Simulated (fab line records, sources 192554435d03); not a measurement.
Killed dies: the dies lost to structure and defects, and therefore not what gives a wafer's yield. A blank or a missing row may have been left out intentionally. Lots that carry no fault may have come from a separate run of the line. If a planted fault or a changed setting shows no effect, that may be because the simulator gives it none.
Chamber matching + flow n5 finfet + 4 sister chambers for N5_FIN_CUT_CUT_ETCH_27 on rie diel-01
The step etches SiO2 in CHF3/O2, target depth 4 nm, overetch 2 nm, time 4.9 s. 4 wafers are shown with their chamber, then 11 later ones without.

== WAFERS WITH THEIR CHAMBER ==
| wafer  | chamber | showerhead plenum p Torr (Torr) |
|--------|---------|---------------------------------|
| L087.2 | 2       | 2.51                            |
| L088.1 | 3       | 2.42                            |
| L088.2 | 0       | 2.40                            |
| L090.2 | 1       | 2.48                            |

== WAFERS MISSING THEIR CHAMBER ==
| wafer  | showerhead plenum p Torr (Torr) |
|--------|---------------------------------|
| L090.3 | 2.42                            |
| L090.5 | 2.48                            |
| L091.3 | 2.40                            |
| L091.4 | 2.42                            |
| L091.6 | 2.48                            |
| L095.3 | 2.48                            |
| L095.5 | 2.50                            |
| L095.6 | 2.48                            |
| L097.2 | 2.42                            |
| L097.4 | 2.39                            |
| L097.5 | 2.42                            |

== WHICH CHAMBER EACH ONE RAN IN ==
| wafer  | from the rows above | in truth |
|--------|---------------------|----------|
| L090.3 | 3                   | 3        |
| L090.5 | 1                   | 1        |
| L091.3 | 0                   | 0        |
| L091.4 | 3                   | 3        |
| L091.6 | 1                   | 1        |
| L095.3 | 1                   | 1        |
| L095.5 | 2                   | 2        |
| L095.6 | 1                   | 1        |
| L097.2 | 3                   | 3        |
| L097.4 | 0                   | 0        |
| L097.5 | 3                   | 3        |
Correctly placed: 11 of 11. Number that these rows cannot place: 0. 0 placed wrongly.
How it was worked out, from the rows above alone: a wafer's distance from a chamber is the root of the sum, over the readings, of the square of ((its reading less the chamber's mean) divided by the reading's scatter). If the next closest chamber is less than 2 further off than the closest, the wafer can't be placed; otherwise it belongs to the closest. For every chamber, the mean is computed from those of its wafers that are shown. The scatter: root of mean squared gap, hidden wafer to nearest shown wafer, with one shown wafer a chamber.
